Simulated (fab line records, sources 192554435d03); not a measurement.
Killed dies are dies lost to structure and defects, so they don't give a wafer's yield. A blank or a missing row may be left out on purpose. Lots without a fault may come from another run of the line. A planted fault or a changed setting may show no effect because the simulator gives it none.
Chamber matching | flow n5_finfet | N5_BEOL_M10_DEP_56 on pecvd-04: 3 sister chambers
The step deposits SiCN from 3MS/NH3, target thk 15 nm, time 26.5 s. 6 wafers are shown with their chamber, then 7 later ones without.

WAFERS WITH THEIR CHAMBER
wafer  | chamber | throttle_valve_pct (%) | showerhead_plenum_p_Torr (Torr)
L086.5 | 0       | 9.0                    | 3.661
L084.2 | 2       | 8.5                    | 3.665
L084.4 | 2       | 8.5                    | 3.659
L084.5 | 1       | 10.3                   | 3.675
L089.2 | 1       | 10.3                   | 3.667
L089.4 | 0       | 8.9                    | 3.661

WAFERS WITHOUT THEIR CHAMBER
wafer  | throttle_valve_pct (%) | showerhead_plenum_p_Torr (Torr)
L089.6 | 10.2                   | 3.672
L090.2 | 8.8                    | 3.654
L090.4 | 8.6                    | 3.663
L090.5 | 8.7                    | 3.667
L095.2 | 8.7                    | 3.657
L095.3 | 8.5                    | 3.666
L095.5 | 8.3                    | 3.669

WHICH CHAMBER EACH WENT THROUGH
wafer  | from the rows above     | in truth
L089.6 | 1                       | 1
L090.2 | 0                       | 0
L090.4 | 2                       | 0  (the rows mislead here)
L090.5 | can't be placed: 2 or 0 | 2
L095.2 | can't be placed: 2 or 0 | 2
L095.3 | 2                       | 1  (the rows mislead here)
L095.5 | 2                       | 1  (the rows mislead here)
Placed correctly: 2 of 7. Can't be placed from these rows: 2 (the true chamber is among the candidates in 2). Placed wrongly: 3.
How it was worked out, from the rows above alone: a wafer's distance from a chamber is the root of the sum, over the readings, of the square of ((its reading less the chamber's mean) divided by the reading's scatter). The wafer belongs to the nearest chamber; if the next one is less than 2 further off, it can't be placed. A chamber's mean is the mean of its shown wafers. The scatter: the root of (the sum of the squares of (reading less its chamber's mean) over the shown wafers, divided by (wafers less chambers)).
